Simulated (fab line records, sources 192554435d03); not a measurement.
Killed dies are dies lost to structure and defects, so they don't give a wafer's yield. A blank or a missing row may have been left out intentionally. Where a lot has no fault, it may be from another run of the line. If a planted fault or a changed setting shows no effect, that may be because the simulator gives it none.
Matching of chambers | flow n5Finfet | N5_BEOL_M0_SAQP_STRIP_108 on rieDiel-05 has 4 sister chambers
The step strips in N2/H2. 14 wafers are shown with their chamber, then 7 later ones without.

== EACH WAFER AND ITS CHAMBER ==
wafer  | chamber | drypumpMotorCurrentA (A) | showerheadPlenumPTorr (Torr) | oesProductAu (a.u.)
L405.1 | 3       | 6.03                     | 3.48                         | 0.72
L405.2 | 0       | 6.05                     | 3.43                         | 0.91
L405.5 | 1       | 5.89                     | 3.42                         | 0.93
L408.2 | 1       | 5.88                     | 3.41                         | 0.90
L408.3 | 3       | 6.05                     | 3.47                         | 0.71
L408.6 | 0       | 6.10                     | 3.42                         | 0.89
L409.1 | 3       | 6.04                     | 3.47                         | 0.72
L409.3 | 1       | 5.89                     | 3.41                         | 0.90
L409.4 | 0       | 6.07                     | 3.42                         | 0.89
L414.2 | 3       | 6.04                     | 3.47                         | 0.70
L414.4 | 2       | 5.48                     | 3.41                         | 0.82
L414.5 | 1       | 5.89                     | 3.41                         | 0.88
L420.1 | 2       | 5.50                     | 3.41                         | 0.81
L420.4 | 0       | 6.09                     | 3.41                         | 0.86

SIGNATURES (averages over the wafers above)
reading               | chamber 0 | chamber 1 | chamber 2 | chamber 3 | scatter within a chamber
drypumpMotorCurrentA  | 6.0775    | 5.8875    | 5.4900    | 6.0400    | 0.014
showerheadPlenumPTorr | 3.4200    | 3.4125    | 3.4100    | 3.4725    | 0.00592
oesProductAu          | 0.8875    | 0.9025    | 0.8150    | 0.7125    | 0.017
Rule: a wafer's distance from a chamber is the root of the sum, over the readings, of the square of ((its reading less the chamber's mean) divided by the reading's scatter). If the next closest chamber is less than 2 further off than the closest, the wafer can't be placed; otherwise it belongs to the closest. The scatter: the root of (the sum of the squares of (reading less its chamber's mean) over the shown wafers, divided by (wafers less chambers)).

== WAFERS WHOSE CHAMBER IS MISSING ==
wafer  | drypumpMotorCurrentA (A) | showerheadPlenumPTorr (Torr) | oesProductAu (a.u.)
L420.5 | 6.05                     | 3.46                         | 0.69
L423.1 | 5.49                     | 3.40                         | 0.80
L423.4 | 6.02                     | 3.46                         | 0.69
L423.5 | 6.04                     | 3.46                         | 0.69
L426.2 | 6.10                     | 3.41                         | 0.85
L426.4 | 6.02                     | 3.46                         | 0.69
L426.5 | 5.88                     | 3.40                         | 0.86

== THE CHAMBER EACH PASSED THROUGH ==
wafer  | from the rows above | in truth
L420.5 | 3                   | 3
L423.1 | 2                   | 2
L423.4 | 3                   | 3
L423.5 | 3                   | 3
L426.2 | 0                   | 0
L426.4 | 3                   | 3
L426.5 | 1                   | 1
Correct placement for 7 of the 7. Can't be placed from these rows: 0. Wrongly placed: 0.
